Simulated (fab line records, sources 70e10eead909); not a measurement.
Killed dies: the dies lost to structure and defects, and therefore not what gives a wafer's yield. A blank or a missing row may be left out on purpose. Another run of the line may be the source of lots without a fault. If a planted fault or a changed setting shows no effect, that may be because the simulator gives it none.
fab line records	flow nandHarc
[record] lots = 24	wafers = 72	lastDay = 33
route steps=1302 shown A_STAIRCASE@715
lots untouched by any fault: they come from a run of this same line in which no faults occurred
startH: hours from the record's first day to the start of the lot's first wafer shown	waitH: time in hours since the lot's previous step	" as in the row above	L1.1+2: several wafers, shown together as one row	- no value, or no start given	* or withheld: withheld	< > ~ a bound
route shown NAME@n: a module of which the file shows steps, and the number in the route of the first	usual: the fault-free wafers' mean and standard deviation	same: alike in all rows	chamber/n: place in a boat	sites: readings site by site	_std_site: the values' standard deviation	_edge_site: the outer-site mean with the inner-site mean subtracted	radiusMm: how far each site lies from the wafer's centre	mask NAME#n: copy n	behind: tool/chamber where the wafer was last shaped	hold: why the lot went on hold/how many hours it stayed there/how the hold came to an end	device: names the non-switching transistor (n, p or np)	end of line: the tests these same wafers got at the end of their route	a step given without rows: its recipe and nothing more	killed: dies that structure and defects cost at the first sort, which is not the same as the wafer's yield	map: a wafer's dies, x killed, . not, _ none there
set.NAME: the setting the step ran with; set.NAME@STEP: the setting that earlier step ran with	model.NAME: the simulator's own value behind a step, which no gauge read
route steps across a sampled set of lots; one table per step, one row per wafer
services: when a tool's chamber went out of use (startH, in hours from the record's first day, below 0 if earlier), for how many hours, and the reason
[[steps]]
[step NHARC_A_STAIRCASE_ETCH_201]
[recipe] targetDepthA = 1000	timeS = 40.5	ionEnergyEv = 400	c4f8FlowSccm = 20	o2FlowSccm = 10	arFlowSccm = withheld	rfW = 600	biasW = 1000	chemistry = C4F8/O2
[usual] oesProductAu = 0.941/0.01	rfVppV = 895/6.1
lot.wafer	tool	chamber	startH	waitH	oesProductAu	rfHoursCounterH	rfVppV
L074.2	rieDiel-11	2	-	-	0.941	35	886
L074.3	"	0	"	"	0.963	26	894
L074.6	"	2	"	"	0.942	-	888
L075.4	rieDiel-11	3	-	-	0.936	43	890
L075.6	"	2	"	"	0.937	-	887
L075.5	"	3	"	"	0.934	-	888
L076.3	rieDiel-12	0	-	-	0.935	36	901
L076.2	"	3	"	"	0.937	34	893
L076.6	"	0	"	"	0.927	-	900
L077.2	rieDiel-11	2	-	-	0.929	46	886
L077.4	"	3	"	"	0.941	51	890
L077.5	"	2	"	"	0.938	-	886
L079.1	rieDiel-12	1	-	-	0.937	42	906
L079.4	"	2	"	"	0.927	40	890
L079.5	"	0	"	"	0.943	-	901
L078.1	rieDiel-12	3	-	-	0.930	37	893
L078.3	"	0	"	"	0.935	39	901
L078.6	"	0	"	"	0.938	-	900
L080.1	rieDiel-11	2	-	-	0.930	57	887
L080.2	"	3	"	"	0.936	61	888
L080.4	"	0	"	"	0.946	50	896
L081.2	rieDiel-12	1	-	-	0.945	55	905
L081.3	"	2	"	"	0.940	54	890
L081.4	"	0	"	"	0.936	52	901
L082.1	rieDiel-12	3	-	-	0.944	56	893
L082.3	"	0	"	"	0.964	57	899
L082.5	"	3	"	"	0.942	-	893
L083.3	rieDiel-08	1	-	-	0.950	25	886
L083.6	"	2	"	"	0.941	-	895
L083.5	"	3	"	"	0.942	-	889
L084.2	rieDiel-08	0	-	-	0.935	33	905
L084.3	"	1	"	"	0.940	33	887
L084.6	"	0	"	"	0.930	-	903
L085.4	rieDiel-08	1	-	-	0.932	33	888
L085.2	"	2	"	"	0.927	31	897
L085.5	"	0	"	"	0.930	-	904
L086.3	rieDiel-11	0	-	-	0.940	13	895
L086.6	"	1	"	"	0.943	-	899
L086.5	"	3	"	"	0.948	-	888
L087.1	rieDiel-12	3	-	-	0.929	13	893
L087.6	"	3	"	"	0.925	-	893
L087.5	"	0	"	"	0.931	-	900
L088.2	rieDiel-12	2	-	-	0.920	14	889
L088.3	"	3	"	"	0.920	16	893
L088.6	"	0	"	"	0.925	-	900
L090.2	rieDiel-12	1	-	-	0.954	11	904
L090.1	"	0	"	"	0.953	19	901
L090.5	"	1	"	"	0.958	-	905
L089.1	rieDiel-12	0	-	-	0.952	20	900
L089.6	"	2	"	"	0.953	-	889
L089.5	"	3	"	"	0.944	-	893
L091.4	rieDiel-12	1	-	-	0.923	15	904
L091.2	"	0	"	"	0.938	22	900
L091.5	"	2	"	"	0.947	-	888
L092.3	rieDiel-12	2	-	-	0.946	26	888
L092.1	"	3	"	"	0.941	29	891
L092.5	"	3	"	"	0.944	-	892
L094.3	rieDiel-11	3	-	-	0.940	40	888
L094.2	"	1	"	"	0.935	38	899
L094.1	"	2	"	"	0.934	38	903
L093.4	rieDiel-11	3	-	-	0.944	40	888
L093.1	"	0	"	"	0.950	36	892
L093.2	"	1	"	"	0.953	38	899
L095.4	rieDiel-12	2	-	-	0.936	35	889
L095.3	"	0	"	"	0.947	40	899
L095.1	"	1	"	"	0.927	33	905
L096.2	rieDiel-11	1	-	-	0.961	51	898
L096.4	"	2	"	"	0.966	53	905
L096.6	"	0	"	"	0.957	-	893
L097.3	rieDiel-08	0	-	-	0.948	9	903
L097.1	"	1	"	"	0.945	9	906
L097.4	"	2	"	"	0.936	8	896
[step NHARC_A_STAIRCASE_ETCH_223]
[recipe] targetDepthA = 1000	timeS = 40.5	ionEnergyEv = 400	c4f8FlowSccm = 20	o2FlowSccm = 10	arFlowSccm = withheld	rfW = 600	biasW = 1000	chemistry = C4F8/O2
[usual] oesProductAu = 0.940/0.0096	rfVppV = 896/6.6
lot.wafer	tool	chamber	startH	waitH	oesProductAu	rfHoursCounterH	rfVppV
L074.3	rieDiel-11	3	-	-	0.942	36	889
L074.2	"	1	"	"	0.951	37	899
L074.6	"	2	"	"	0.943	-	887
L075.4	rieDiel-12	3	-	-	0.933	30	894
L075.5	"	1	"	"	0.953	-	905
L075.6	"	2	"	"	0.937	-	889
L076.3	rieDiel-12	2	-	-	0.958	38	888
L076.2	"	3	"	"	0.936	35	892
L076.6	"	1	"	"	0.953	-	904
L077.2	rieDiel-12	1	-	-	0.933	40	906
L077.4	"	2	"	"	0.951	38	889
L077.5	"	0	"	"	0.941	-	901
L079.1	rieDiel-08	3	-	-	0.934	7	888
L079.4	"	0	"	"	0.939	9	904
L079.5	"	0	"	"	0.941	-	905
L078.3	rieDiel-12	2	-	-	0.934	40	888
L078.1	"	0	"	"	0.958	40	901
L078.6	"	3	"	"	0.950	-	894
L080.1	rieDiel-08	2	-	-	0.931	17	896
L080.2	"	3	"	"	0.940	19	888
L080.4	"	0	"	"	0.931	20	905
L081.4	rieDiel-08	1	-	-	0.922	19	887
L081.3	"	2	"	"	0.934	18	897
L081.2	"	3	"	"	0.937	20	888
L082.3	rieDiel-11	0	-	-	0.941	1	896
L082.1	"	1	"	"	0.941	2	899
L082.5	"	0	"	"	0.925	-	892
L083.3	rieDiel-11	1	-	-	0.950	4	900
L083.6	"	3	"	"	0.957	-	887
L083.5	"	0	"	"	0.946	-	893
L084.2	rieDiel-08	1	-	-	0.946	33	888
L084.3	"	3	"	"	0.939	31	889
L084.6	"	1	"	"	0.954	-	887
L085.4	rieDiel-12	0	-	-	0.950	9	899
L085.2	"	2	"	"	0.940	6	890
L085.5	"	0	"	"	0.951	-	901
L086.3	rieDiel-12	3	-	-	0.939	9	893
L086.5	"	0	"	"	0.938	-	899
L086.6	"	1	"	"	0.933	-	904
L087.1	rieDiel-08	0	-	-	0.936	39	905
L087.5	"	2	"	"	0.944	-	895
L087.6	"	3	"	"	0.936	-	888
L088.2	rieDiel-08	3	-	-	0.942	41	888
L088.3	"	2	"	"	0.937	42	894
L088.6	"	3	"	"	0.939	-	890
L090.1	rieDiel-11	3	-	-	0.943	23	889
L090.2	"	1	"	"	0.958	24	899
L090.5	"	3	"	"	0.954	-	888
L089.1	rieDiel-08	2	-	-	0.940	46	895
L089.6	"	0	"	"	0.946	-	904
L089.5	"	2	"	"	0.948	-	895
L091.2	rieDiel-11	1	-	-	0.930	26	898
L091.4	"	2	"	"	0.936	27	905
L091.5	"	0	"	"	0.935	-	894
L092.1	rieDiel-11	2	-	-	0.935	36	905
L092.3	"	1	"	"	0.941	36	898
L092.5	"	2	"	"	0.940	-	905
L094.3	rieDiel-11	3	-	-	0.935	42	889
L094.1	"	0	"	"	0.926	39	893
L094.2	"	1	"	"	0.939	39	898
L093.2	rieDiel-11	3	-	-	0.919	42	888
L093.4	"	0	"	"	0.931	39	894
L093.1	"	1	"	"	0.934	39	898
L095.1	rieDiel-08	1	-	-	0.943	3	905
L095.3	"	2	"	"	0.939	4	895
L095.4	"	3	"	"	0.954	4	888
L096.2	rieDiel-12	3	-	-	0.925	43	892
L096.4	"	1	"	"	0.927	43	903
L096.6	"	3	"	"	0.933	-	893
L097.1	rieDiel-08	1	-	-	0.961	11	905
L097.3	"	2	"	"	0.943	10	895
L097.4	"	3	"	"	0.944	10	887
[step NHARC_A_STAIRCASE_ETCH_232]
[recipe] targetDepthA = 1000	timeS = 40.5	ionEnergyEv = 400	c4f8FlowSccm = 20	o2FlowSccm = 10	arFlowSccm = withheld	rfW = 600	biasW = 1000	chemistry = C4F8/O2
[usual] oesProductAu = 0.946/0.011	rfVppV = 896/6.5
lot.wafer	tool	chamber	startH	waitH	oesProductAu	rfHoursCounterH	rfVppV
L074.3	rieDiel-12	3	-	-	0.940	24	894
L074.2	"	0	"	"	0.940	23	901
L074.6	"	2	"	"	0.949	-	889
L075.4	rieDiel-12	3	-	-	0.937	31	893
L075.6	"	3	"	"	0.943	-	893
L075.5	"	0	"	"	0.940	-	903
L076.2	rieDiel-08	0	-	-	0.966	6	905
L076.3	"	3	"	"	0.966	4	889
L076.6	"	1	"	"	0.962	-	889
L077.4	rieDiel-08	3	-	-	0.958	5	888
L077.2	"	0	"	"	0.950	8	907
L077.5	"	2	"	"	0.962	-	897
L079.4	rieDiel-08	0	-	-	0.946	10	904
L079.1	"	3	"	"	0.953	8	888
L079.5	"	1	"	"	0.949	-	885
L078.3	rieDiel-12	0	-	-	0.948	40	899
L078.1	"	1	"	"	0.948	43	905
L078.6	"	3	"	"	0.940	-	894
L080.4	rieDiel-08	2	-	-	0.948	18	896
L080.2	"	3	"	"	0.950	20	889
L080.1	"	0	"	"	0.942	21	904
L081.2	rieDiel-08	0	-	-	0.941	22	905
L081.4	"	2	"	"	0.935	19	896
L081.3	"	3	"	"	0.948	21	887
L082.3	rieDiel-08	2	-	-	0.938	22	895
L082.1	"	0	"	"	0.939	26	903
L082.5	"	2	"	"	0.938	-	895
L083.3	rieDiel-08	3	-	-	0.946	26	890
L083.5	"	0	"	"	0.941	-	904
L083.6	"	1	"	"	0.939	-	887
L084.3	rieDiel-11	0	-	-	0.932	11	894
L084.2	"	2	"	"	0.913	15	906
L084.6	"	0	"	"	0.930	-	894
L085.4	rieDiel-11	0	-	-	0.943	11	894
L085.2	"	2	"	"	0.935	15	906
L085.5	"	1	"	"	0.961	-	899
L086.3	rieDiel-11	3	-	-	0.952	17	888
L086.5	"	1	"	"	0.958	-	899
L086.6	"	0	"	"	0.938	-	893
L087.1	rieDiel-12	3	-	-	0.931	15	894
L087.5	"	2	"	"	0.931	-	888
L087.6	"	3	"	"	0.935	-	894
L088.2	rieDiel-12	3	-	-	0.960	18	893
L088.3	"	0	"	"	0.959	19	900
L088.6	"	0	"	"	0.957	-	900
L090.1	rieDiel-08	2	-	-	0.941	43	895
L090.2	"	3	"	"	0.940	42	888
L090.5	"	0	"	"	0.930	-	905
L089.1	rieDiel-12	3	-	-	0.965	20	892
L089.5	"	1	"	"	0.934	-	905
L089.6	"	2	"	"	0.965	-	890
L091.4	rieDiel-12	0	-	-	0.958	24	899
L091.2	"	1	"	"	0.952	16	904
L091.5	"	0	"	"	0.957	-	901
L092.3	rieDiel-08	1	-	-	0.975	46	888
L092.1	"	3	"	"	0.955	53	887
L092.5	"	2	"	"	0.971	-	895
L094.3	rieDiel-11	1	-	-	0.937	40	898
L094.2	"	2	"	"	0.946	40	906
L094.1	"	3	"	"	0.945	43	887
L093.4	rieDiel-11	3	-	-	0.937	43	888
L093.1	"	0	"	"	0.932	39	894
L093.2	"	1	"	"	0.928	40	898
L095.4	rieDiel-12	2	-	-	0.961	37	889
L095.1	"	3	"	"	0.949	37	893
L095.3	"	1	"	"	0.968	34	904
L096.2	rieDiel-08	0	-	-	0.934	11	903
L096.4	"	1	"	"	0.930	11	906
L096.6	"	3	"	"	0.935	-	889
L097.4	rieDiel-12	1	-	-	0.942	44	904
L097.3	"	2	"	"	0.944	47	888
L097.1	"	3	"	"	0.928	45	893
[step NHARC_A_STAIRCASE_STRIP_238]
[recipe] powerW = 1500	tempC = 250	chemistry = O2
[usual] drypumpMotorCurrentA = 5.3/0.41	heaterPowerW = 327/19
lot.wafer	tool	chamber	startH	waitH	drypumpMotorCurrentA	heaterPowerW	rfHoursCounterH
L074.2	plasmaAsher-02	0	358.63	0.1	5.4	327	24
L074.3	"	0	"	"	5.3	329	-
L074.6	"	1	"	"	5.4	360	-
L075.4	plasmaAsher-01	1	376.72	0.2	4.6	324	-
L075.6	"	1	"	"	4.6	316	-
L075.5	"	0	"	"	5.7	318	-
L076.2	plasmaAsher-01	1	394.08	0.1	4.6	318	5
L076.3	"	0	"	"	5.7	316	-
L076.6	"	0	"	"	5.7	316	-
L077.2	plasmaAsher-01	0	397.14	0.1	5.7	325	6
L077.4	"	0	"	"	5.7	317	-
L077.5	"	0	"	"	5.7	317	-
L078.1	plasmaAsher-02	0	404.15	0.1	5.3	335	36
L078.3	"	1	"	"	5.4	365	-
L078.6	"	0	"	"	5.4	329	-
L079.1	plasmaAsher-01	1	404.37	0.1	4.6	317	7
L079.4	"	0	"	"	5.7	314	-
L079.5	"	0	"	"	5.7	311	-
L080.1	plasmaAsher-02	1	440.24	0.1	5.4	357	2
L080.2	"	0	"	"	5.4	320	2
L080.4	"	0	"	"	5.4	316	-
L081.2	plasmaAsher-01	1	443.71	0.1	4.6	306	11
L081.3	"	1	"	"	4.7	322	-
L081.4	"	0	"	"	5.7	321	-
L082.1	plasmaAsher-01	0	452.30	0.1	5.7	315	13
L082.3	"	0	"	"	5.7	312	-
L082.5	"	1	"	"	4.6	319	-
L083.3	plasmaAsher-01	0	463.53	0.7	5.7	311	-
L083.5	"	0	"	"	5.7	307	-
L083.6	"	1	"	"	4.7	309	-
L084.2	plasmaAsher-02	0	476.32	0.1	5.3	324	6
L084.3	"	1	"	"	5.4	354	-
L084.6	"	1	"	"	5.4	370	-
L085.2	plasmaAsher-01	1	476.67	0.1	4.7	326	25
L085.4	"	1	"	"	4.6	315	-
L085.5	"	1	"	"	4.7	322	-
L086.3	plasmaAsher-02	0	486.22	0.2	5.4	324	-
L086.6	"	1	"	"	5.4	359	-
L086.5	"	0	"	"	5.4	319	-
L087.1	plasmaAsher-02	1	507.44	0.1	5.4	361	10
L087.6	"	1	"	"	5.4	357	-
L087.5	"	0	"	"	5.4	324	-
L088.2	plasmaAsher-02	1	511.56	0.1	5.4	367	12
L088.3	"	0	"	"	5.4	321	-
L088.6	"	0	"	"	5.4	320	-
L090.2	plasmaAsher-02	0	512.33	0.1	5.4	319	12
L090.1	"	1	"	"	5.4	364	12
L090.5	"	0	"	"	5.4	325	-
L089.1	plasmaAsher-02	1	517.94	0.1	5.4	365	15
L089.5	"	1	"	"	5.4	362	-
L089.6	"	0	"	"	5.4	318	-
L091.2	plasmaAsher-02	1	523.96	0.1	5.4	361	17
L091.4	"	1	"	"	5.4	357	-
L091.5	"	1	"	"	5.4	361	-
L092.1	plasmaAsher-01	0	545.41	0.1	5.7	312	2
L092.3	"	1	"	"	4.6	306	-
L092.5	"	1	"	"	4.6	314	-
L094.2	plasmaAsher-01	1	555.38	0.1	4.6	314	3
L094.1	"	0	"	"	5.7	320	3
L094.3	"	0	"	"	5.7	312	-
L093.1	plasmaAsher-01	1	555.66	0.3	4.6	313	3
L093.2	"	0	"	"	5.7	310	3
L093.4	"	1	"	"	4.6	321	-
L095.1	plasmaAsher-01	0	576.11	0.1	5.7	313	7
L095.3	"	1	"	"	4.7	316	-
L095.4	"	0	"	"	5.7	314	-
L096.2	plasmaAsher-01	0	593.36	0.1	5.7	308	10
L096.4	"	1	"	"	4.7	314	-
L096.6	"	0	"	"	5.7	309	-
L097.1	plasmaAsher-01	1	594.15	0.1	4.6	312	11
L097.3	"	1	"	"	4.6	313	-
L097.4	"	0	"	"	5.7	306	-
[step NHARC_A_STAIRCASE_ETCH_451]
[recipe] targetDepthA = 300	overetchA = 30	timeS = 16.5	ionEnergyEv = 100	cf4FlowSccm = 80	o2FlowSccm = 20	arFlowSccm = 0	rfW = 300	biasW = 100	chemistry = CF4/O2
[usual] drypumpMotorCurrentA = 5.7/0.43	oes_f_703_au = 1.000/0.0043	oesProductAu = 1.000/0.0075	rfVppV = 197.5/1.6	showerheadPlenumPTorr = 1.33/0.067	throttleValvePct = 13.397/0.0093
lot.wafer	tool	chamber	startH	waitH	drypumpMotorCurrentA	oes_f_703_au	oesProductAu	rfHoursCounterH	rfVppV	showerheadPlenumPTorr	throttleValvePct
L074.3	rieDiel-11	0	-	-	5.5	1.000	0.988	32	196.1	1.32	13.403
L074.2	"	1	"	"	5.4	0.999	1.013	39	197.7	1.38	13.396
L074.6	"	0	"	"	5.5	0.996	0.989	-	197.4	1.32	13.407
L075.4	rieDiel-08	1	-	-	5.7	1.006	0.998	0	196.0	1.25	13.400
L075.6	"	1	"	"	5.7	1.012	0.994	-	196.5	1.25	13.398
L075.5	"	2	"	"	6.3	0.999	1.009	-	198.4	1.34	13.406
L076.3	rieDiel-11	2	-	-	6.4	1.002	0.983	50	195.9	1.24	13.392
L076.2	"	0	"	"	5.5	0.994	1.001	44	197.3	1.31	13.384
L076.6	"	1	"	"	5.4	1.003	1.006	-	198.3	1.37	13.387
L077.2	rieDiel-12	1	-	-	5.4	1.002	0.991	43	200.5	1.44	13.408
L077.4	"	2	"	"	6.3	0.994	1.007	41	195.8	1.27	13.402
L077.5	"	0	"	"	5.7	1.004	1.002	-	196.4	1.39	13.406
L078.1	rieDiel-12	1	-	-	5.4	1.004	0.986	45	198.7	1.44	13.382
L078.3	"	2	"	"	6.3	0.997	0.996	43	197.6	1.27	13.394
L078.6	"	1	"	"	5.4	0.998	0.992	-	199.0	1.44	13.412
L079.1	rieDiel-11	1	-	-	5.4	0.999	1.007	53	199.7	1.37	13.389
L079.4	"	2	"	"	6.3	1.009	1.002	54	196.3	1.23	13.381
L079.5	"	1	"	"	5.4	0.995	1.012	-	197.7	1.37	13.417
L080.4	rieDiel-11	0	-	-	5.5	1.007	1.000	0	197.7	1.31	13.398
L080.1	"	1	"	"	5.4	1.001	1.014	0	199.5	1.37	13.396
L080.2	"	2	"	"	6.4	1.002	0.997	0	199.0	1.45	13.384
L081.2	rieDiel-08	2	-	-	6.3	1.006	1.009	21	198.5	1.33	13.403
L081.3	"	3	"	"	5.9	1.002	0.985	23	196.4	1.26	13.387
L081.4	"	1	"	"	5.7	0.997	1.001	22	195.5	1.24	13.393
L082.1	rieDiel-08	2	-	-	6.3	0.991	1.003	25	196.2	1.33	13.402
L082.3	"	0	"	"	4.8	1.001	1.002	28	199.1	1.43	13.382
L082.5	"	2	"	"	6.3	1.002	0.998	-	197.9	1.33	13.396
L083.3	rieDiel-11	1	-	-	5.4	0.991	1.016	12	198.9	1.37	13.411
L083.6	"	0	"	"	5.5	0.994	1.000	-	197.3	1.31	13.384
L083.5	"	1	"	"	5.4	0.999	1.012	-	199.2	1.37	13.392
L084.2	rieDiel-11	0	-	-	5.5	0.999	1.015	13	198.0	1.31	13.391
L084.3	"	3	"	"	5.3	1.002	1.003	15	195.0	1.25	13.400
L084.6	"	1	"	"	5.4	1.008	1.009	-	198.8	1.37	13.410
L085.4	rieDiel-08	2	-	-	6.3	1.004	0.994	33	197.7	1.33	13.387
L085.2	"	0	"	"	4.9	0.996	1.008	34	199.3	1.43	13.401
L085.5	"	2	"	"	6.3	0.998	1.001	-	197.5	1.33	13.394
L086.3	rieDiel-11	1	-	-	5.4	0.995	1.018	17	198.9	1.37	13.410
L086.6	"	3	"	"	5.3	1.001	1.004	-	195.2	1.25	13.405
L086.5	"	0	"	"	5.5	1.007	1.005	-	197.6	1.31	13.398
L087.1	rieDiel-08	3	-	-	5.8	1.002	1.007	43	196.5	1.25	13.396
L087.5	"	0	"	"	4.8	1.000	1.013	-	199.5	1.42	13.390
L087.6	"	3	"	"	5.9	0.998	1.012	-	194.9	1.25	13.386
L088.3	rieDiel-11	2	-	-	6.4	1.002	0.996	25	200.9	1.44	13.397
L088.2	"	1	"	"	5.4	0.992	1.008	25	197.4	1.37	13.394
L088.6	"	3	"	"	5.4	0.995	0.995	-	197.0	1.25	13.395
L090.1	rieDiel-12	2	-	-	6.3	0.996	0.997	19	196.6	1.26	13.399
L090.2	"	3	"	"	6.2	1.003	0.999	21	196.3	1.30	13.385
L090.5	"	1	"	"	5.4	1.004	0.995	-	199.8	1.43	13.393
L089.1	rieDiel-12	3	-	-	6.2	1.002	0.991	23	197.6	1.30	13.397
L089.6	"	2	"	"	6.3	0.999	0.986	-	196.0	1.26	13.394
L089.5	"	3	"	"	6.2	0.999	1.002	-	195.8	1.30	13.399
L091.2	rieDiel-11	0	-	-	5.5	1.005	1.002	29	196.1	1.31	13.413
L091.4	"	1	"	"	5.5	0.994	1.013	31	197.8	1.37	13.391
L091.5	"	0	"	"	5.5	0.998	0.995	-	197.0	1.31	13.391
L092.3	rieDiel-11	3	-	-	5.4	1.000	1.000	40	197.1	1.25	13.401
L092.1	"	0	"	"	5.5	1.003	0.990	37	197.1	1.30	13.405
L092.5	"	3	"	"	5.4	1.004	0.999	-	195.7	1.25	13.393
L094.2	rieDiel-12	3	-	-	6.2	1.007	0.989	34	197.6	1.30	13.401
L094.1	"	0	"	"	5.7	1.004	1.013	38	198.3	1.37	13.392
L094.3	"	1	"	"	5.4	0.999	1.001	32	200.0	1.43	13.389
L093.2	rieDiel-08	2	-	-	6.3	0.997	0.985	1	197.2	1.32	13.385
L093.1	"	0	"	"	4.8	0.998	0.997	1	199.0	1.42	13.392
L093.4	"	1	"	"	5.7	0.998	1.003	1	199.7	1.45	13.393
L095.4	rieDiel-12	1	-	-	5.4	0.999	0.993	36	200.7	1.42	13.395
L095.1	"	2	"	"	6.3	0.995	0.998	39	195.3	1.26	13.401
L095.3	"	3	"	"	6.3	0.998	0.992	39	195.8	1.30	13.392
L096.2	rieDiel-12	3	-	-	6.2	1.001	1.002	46	197.6	1.29	13.399
L096.4	"	0	"	"	5.7	1.001	1.003	-	199.9	1.37	13.408
L096.6	"	1	"	"	5.4	1.001	0.998	-	201.8	1.42	13.400
L097.4	rieDiel-11	3	-	-	5.4	0.993	1.006	59	196.0	1.25	13.401
L097.1	"	1	"	"	5.4	0.998	1.004	56	197.2	1.36	13.398
L097.3	"	2	"	"	6.4	1.012	1.009	60	200.3	1.43	13.387
[step NHARC_A_STAIRCASE_STRIP_274]
[recipe] o2FlowSccm = 500	arFlowSccm = 0	biasW = 0	chemistry = O2
[usual] drypumpMotorCurrentA = 5.8/0.46	oesProductAu = 1.000/0.0076	rfVppV = 57.9/0.88	showerheadPlenumPTorr = 3.52/0.18	throttleValvePct = 17.037/0.0088
lot.wafer	tool	chamber	startH	waitH	drypumpMotorCurrentA	oesProductAu	rfHoursCounterH	rfVppV	showerheadPlenumPTorr	throttleValvePct
L074.2	rieDiel-11	3	-	-	5.4	1.011	42	58.0	3.34	17.024
L074.3	"	1	"	"	5.5	0.995	40	57.2	3.63	17.030
L074.6	"	3	"	"	5.4	0.994	-	57.1	3.34	17.035
L075.4	rieDiel-08	1	-	-	5.7	0.999	1	56.2	3.30	17.041
L075.5	"	0	"	"	4.9	0.997	-	59.2	3.78	17.029
L075.6	"	1	"	"	5.7	1.006	-	57.6	3.30	17.052
L076.2	rieDiel-11	2	-	-	6.4	0.997	51	56.7	3.28	17.048
L076.3	"	0	"	"	5.5	1.006	45	57.5	3.47	17.038
L076.6	"	2	"	"	6.4	0.991	-	57.8	3.28	17.039
L077.2	rieDiel-12	3	-	-	6.3	0.998	39	57.0	3.46	17.050
L077.4	"	2	"	"	6.3	0.998	42	59.1	3.36	17.041
L077.5	"	3	"	"	6.3	0.991	-	57.1	3.46	17.038
L078.3	rieDiel-12	1	-	-	5.4	0.994	46	58.1	3.78	17.027
L078.1	"	2	"	"	6.3	1.002	44	57.6	3.36	17.026
L078.6	"	1	"	"	5.4	0.989	-	58.9	3.78	17.045
L079.4	rieDiel-11	2	-	-	6.4	0.988	55	56.3	3.27	17.040
L079.1	"	0	"	"	5.5	1.002	48	58.9	3.47	17.040
L079.5	"	2	"	"	6.4	0.996	-	57.6	3.27	17.037
L080.2	rieDiel-11	1	-	-	5.4	1.005	2	57.1	3.62	17.037
L080.4	"	2	"	"	6.4	1.015	2	58.5	3.81	17.039
L080.1	"	0	"	"	5.5	0.999	1	58.5	3.47	17.032
L081.2	rieDiel-08	2	-	-	6.3	1.001	22	57.8	3.52	17.034
L081.4	"	3	"	"	5.9	1.010	24	57.0	3.33	17.027
L081.3	"	0	"	"	4.9	1.008	26	58.2	3.76	17.039
L082.3	rieDiel-08	1	-	-	5.7	1.002	29	55.7	3.29	17.022
L082.1	"	3	"	"	5.9	0.997	27	58.3	3.33	17.027
L082.5	"	1	"	"	5.7	0.999	-	56.6	3.29	17.050
L083.3	rieDiel-11	2	-	-	6.4	1.004	15	59.9	3.80	17.027
L083.5	"	1	"	"	5.4	1.003	-	58.0	3.61	17.021
L083.6	"	2	"	"	6.4	0.994	-	58.8	3.80	17.035
L084.3	rieDiel-11	0	-	-	5.5	1.001	14	57.8	3.46	17.029
L084.2	"	1	"	"	5.4	1.006	16	57.6	3.61	17.062
L084.6	"	0	"	"	5.6	1.001	-	56.7	3.46	17.030
L085.2	rieDiel-08	3	-	-	5.9	0.995	33	56.9	3.33	17.029
L085.4	"	0	"	"	4.8	1.005	36	57.0	3.76	17.030
L085.5	"	1	"	"	5.7	1.004	-	57.2	3.29	17.044
L086.3	rieDiel-11	3	-	-	5.4	0.998	18	58.2	3.32	17.038
L086.5	"	0	"	"	5.5	0.998	-	57.3	3.46	17.018
L086.6	"	1	"	"	5.5	1.020	-	58.4	3.61	17.042
L087.1	rieDiel-08	0	-	-	4.9	0.998	47	57.5	3.75	17.044
L087.6	"	3	"	"	5.9	1.002	-	57.4	3.32	17.042
L087.5	"	2	"	"	6.3	0.993	-	57.3	3.51	17.037
L088.3	rieDiel-11	3	-	-	5.4	1.004	26	58.3	3.32	17.031
L088.2	"	0	"	"	5.6	0.993	23	57.6	3.46	17.035
L088.6	"	2	"	"	6.4	0.997	-	57.9	3.79	17.032
L090.2	rieDiel-12	1	-	-	5.4	0.993	16	58.2	3.76	17.042
L090.1	"	3	"	"	6.3	0.999	22	57.4	3.44	17.037
L090.5	"	2	"	"	6.3	1.000	-	57.7	3.34	17.032
L089.1	rieDiel-12	0	-	-	5.7	0.992	25	58.6	3.63	17.043
L089.6	"	3	"	"	6.3	0.994	-	58.2	3.44	17.034
L089.5	"	0	"	"	5.7	0.995	-	57.5	3.63	17.030
L091.4	rieDiel-11	3	-	-	5.4	0.999	33	56.9	3.32	17.033
L091.2	"	0	"	"	5.5	0.998	30	57.5	3.45	17.048
L091.5	"	0	"	"	5.6	1.001	-	58.5	3.45	17.020
L092.1	rieDiel-11	3	-	-	5.4	0.993	42	57.3	3.31	17.030
L092.3	"	2	"	"	6.4	0.998	40	59.7	3.79	17.021
L092.5	"	3	"	"	5.4	0.989	-	57.2	3.31	17.049
L094.1	rieDiel-12	1	-	-	5.4	0.993	32	57.4	3.75	17.044
L094.3	"	2	"	"	6.3	1.002	35	59.0	3.33	17.053
L094.2	"	3	"	"	6.3	0.998	36	56.3	3.43	17.040
L093.4	rieDiel-08	0	-	-	4.8	1.001	2	57.0	3.74	17.045
L093.2	"	1	"	"	5.7	0.989	2	58.5	3.81	17.034
L093.1	"	2	"	"	6.3	0.994	3	58.8	3.50	17.029
L095.3	rieDiel-12	3	-	-	6.3	0.979	42	57.5	3.43	17.028
L095.4	"	0	"	"	5.7	0.997	44	59.1	3.62	17.033
L095.1	"	1	"	"	5.4	0.979	42	58.2	3.75	17.038
L096.2	rieDiel-12	3	-	-	6.3	1.007	48	59.1	3.42	17.035
L096.4	"	3	"	"	6.3	0.996	-	59.0	3.42	17.027
L096.6	"	1	"	"	5.4	1.000	-	58.1	3.75	17.019
L097.1	rieDiel-11	1	-	-	5.4	1.007	58	57.7	3.59	17.056
L097.3	"	2	"	"	6.4	1.010	61	59.5	3.77	17.049
L097.4	"	3	"	"	5.4	1.000	60	59.3	3.30	17.026
[[services]]
tool	chamber	startH	hours	kind
rieDiel-08	3	331.33	9.0	repair
rieDiel-08	1	334.13	9.5	repair
rieDiel-11	0	340.03	-	clean
rieDiel-11	1	340.03	-	clean
rieDiel-11	2	340.03	-	clean
rieDiel-11	3	340.03	-	clean
plasmaAsher-01	-	355.47	9.0	pm
rieDiel-11	0	364.87	-	clean
rieDiel-11	1	364.87	-	clean
rieDiel-08	-	370.64	9.0	pm
rieDiel-08	1	406.95	5.1	repair
plasmaAsher-01	-	423.24	13.8	repair
plasmaAsher-02	-	426.40	9.0	pm
rieDiel-11	-	434.40	9.0	pm
plasmaAsher-02	-	446.19	20.3	repair
rieDiel-12	-	449.15	9.0	pm
rieDiel-11	-	463.21	0.6	repair
rieDiel-12	-	471.86	0.6	repair
rieDiel-11	2	480.29	8.2	repair
rieDiel-12	1	495.04	11.0	repair
rieDiel-08	1	498.58	30.5	repair
plasmaAsher-01	-	510.41	3.6	repair
plasmaAsher-01	-	532.47	9.0	pm
plasmaAsher-02	-	565.94	0.6	repair
[[key]]
fault none
